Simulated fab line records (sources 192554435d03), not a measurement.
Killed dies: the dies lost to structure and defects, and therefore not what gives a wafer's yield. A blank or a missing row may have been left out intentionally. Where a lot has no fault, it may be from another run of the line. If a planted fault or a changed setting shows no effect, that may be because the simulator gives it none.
Chamber matching	flow n5Finfet	N5_BEOL_M0_SAQP_PECVD_03 on pecvd-01 has 3 sister chambers
The step deposits SiCN from 3MS/NH3, target thk 12 nm, time 21.1 s. 20 wafers are shown with their chamber, then 10 later ones without.

## WAFERS WITH THEIR CHAMBER
wafer	chamber	throttleValvePct (%)	showerheadPlenumPTorr (Torr)
L074.4	0	9.0	3.668
L074.5	2	8.7	3.672
L074.6	1	9.1	3.663
L075.2	2	8.9	3.669
L075.4	2	8.8	3.673
L075.6	1	9.1	3.664
L079.1	2	8.6	3.668
L079.2	0	9.1	3.664
L079.6	2	8.9	3.678
L081.3	0	8.9	3.664
L081.4	2	8.7	3.675
L081.5	0	8.8	3.663
L082.2	0	9.0	3.662
L082.3	2	8.7	3.664
L082.5	2	8.8	3.671
L085.1	0	9.2	3.668
L085.2	1	9.4	3.654
L085.6	1	9.0	3.663
L086.3	1	9.2	3.654
L086.4	1	9.2	3.660

SIGNATURES, as means of the wafers listed above
reading	chamber 0	chamber 1	chamber 2	scatter within a chamber
throttleValvePct	9.000	9.167	8.762	0.127
showerheadPlenumPTorr	3.66483	3.65967	3.67125	0.00398
Rule: a wafer lies at a distance from a chamber equal to the root of the sum of squares, over the readings, of (its reading less the chamber's mean, divided by the reading's scatter). The wafer belongs to the nearest chamber; if the next one is less than 2 further off, it can't be placed. The scatter is the square root of a quotient: the sum, over the shown wafers, of each reading's squared deviation from its chamber's mean, divided by wafers minus chambers.

## WAFERS WITH NO CHAMBER GIVEN
wafer	throttleValvePct (%)	showerheadPlenumPTorr (Torr)
L086.5	9.0	3.661
L087.3	8.9	3.664
L087.5	8.8	3.664
L087.6	8.8	3.657
L090.2	9.2	3.660
L090.3	9.2	3.661
L090.4	8.8	3.672
L097.1	9.0	3.662
L097.2	9.1	3.671
L097.3	8.8	3.661

## CHAMBER TAKEN BY EACH
wafer	from the rows above	in truth
L086.5	can't be placed: 0 or 1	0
L087.3	can't be placed: 0 or 2 or 1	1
L087.5	can't be placed: 0 or 2 or 1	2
L087.6	can't be placed: 0 or 1 or 2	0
L090.2	can't be placed: 1 or 0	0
L090.3	can't be placed: 1 or 0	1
L090.4	2	2
L097.1	can't be placed: 0 or 1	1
L097.2	can't be placed: 0 or 2 or 1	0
L097.3	can't be placed: 0 or 2 or 1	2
Placed correctly: 1 of 10. Unplaceable from these rows: 9, with the true chamber sitting among the candidates in 9. 0 placed wrongly.
